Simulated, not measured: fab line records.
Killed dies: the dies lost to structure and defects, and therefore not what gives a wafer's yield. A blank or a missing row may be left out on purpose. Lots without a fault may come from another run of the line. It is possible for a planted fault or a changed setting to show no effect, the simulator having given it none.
Matching of chambers	flow n5-finfet	N5_MOL_CONTACT_COAG_ETCH_124 on rie-diel-04: 4 sister chambers
The step etches SiNx in CH3F/O2, stops on SiOC, target depth 6.5 nm. 18 wafers are shown with their chamber, then 9 later ones without.

## WAFERS, EACH WITH ITS CHAMBER
wafer	chamber	showerhead-plenum-p-Torr (Torr)	drypump-motor-current-A (A)	throttle-valve-pct (%)
L074.1	2	1.96	4.8	16.11
L074.2	1	2.08	5.3	16.55
L074.3	3	1.90	5.7	16.25
L075.3	3	1.90	5.7	16.26
L075.4	1	2.08	5.3	16.56
L075.6	1	2.08	5.3	16.56
L077.3	2	1.96	4.8	16.13
L077.4	3	1.90	5.6	16.25
L077.6	2	1.96	4.8	16.13
L079.3	0	1.91	5.8	16.45
L079.4	3	1.90	5.6	16.28
L079.6	3	1.90	5.6	16.26
L081.1	2	1.96	4.8	16.14
L081.2	1	2.08	5.3	16.59
L081.5	0	1.91	5.8	16.48
L083.1	2	1.95	4.8	16.15
L083.2	0	1.90	5.9	16.48
L083.5	0	1.90	5.9	16.47

SIGNATURES, as means of the wafers listed above
reading	chamber 0	chamber 1	chamber 2	chamber 3	scatter within a chamber
showerhead-plenum-p-Torr	1.9050	2.0800	1.9580	1.9000	0.00359
drypump-motor-current-A	5.850	5.300	4.800	5.640	0.0396
throttle-valve-pct	16.4700	16.5650	16.1320	16.2600	0.0146
Rule: a wafer's distance from a chamber is the root of the sum, over the readings, of the square of ((its reading less the chamber's mean) divided by the reading's scatter). The wafer belongs to the nearest chamber; if the next one is less than 2 further off, it can't be placed. The scatter: the root of (the sum of the squares of (reading less its chamber's mean) over the shown wafers, divided by (wafers less chambers)).

## WAFERS WITH NO CHAMBER GIVEN
wafer	showerhead-plenum-p-Torr (Torr)	drypump-motor-current-A (A)	throttle-valve-pct (%)
L087.1	1.90	5.9	16.49
L087.2	2.07	5.3	16.61
L087.6	1.90	5.8	16.50
L090.2	1.89	5.6	16.30
L090.3	2.07	5.3	16.61
L090.4	1.95	4.8	16.20
L091.1	2.07	5.3	16.61
L091.3	1.89	5.6	16.31
L091.4	1.90	5.8	16.52

## WHICH CHAMBER EACH WENT THROUGH
wafer	from the rows above	in truth
L087.1	0	0
L087.2	1	1
L087.6	0	0
L090.2	3	3
L090.3	1	1
L090.4	2	2
L091.1	1	1
L091.3	3	3
L091.4	0	0
9 of 9 placed correctly. Can't be placed from these rows: 0. Placed wrongly: 0.
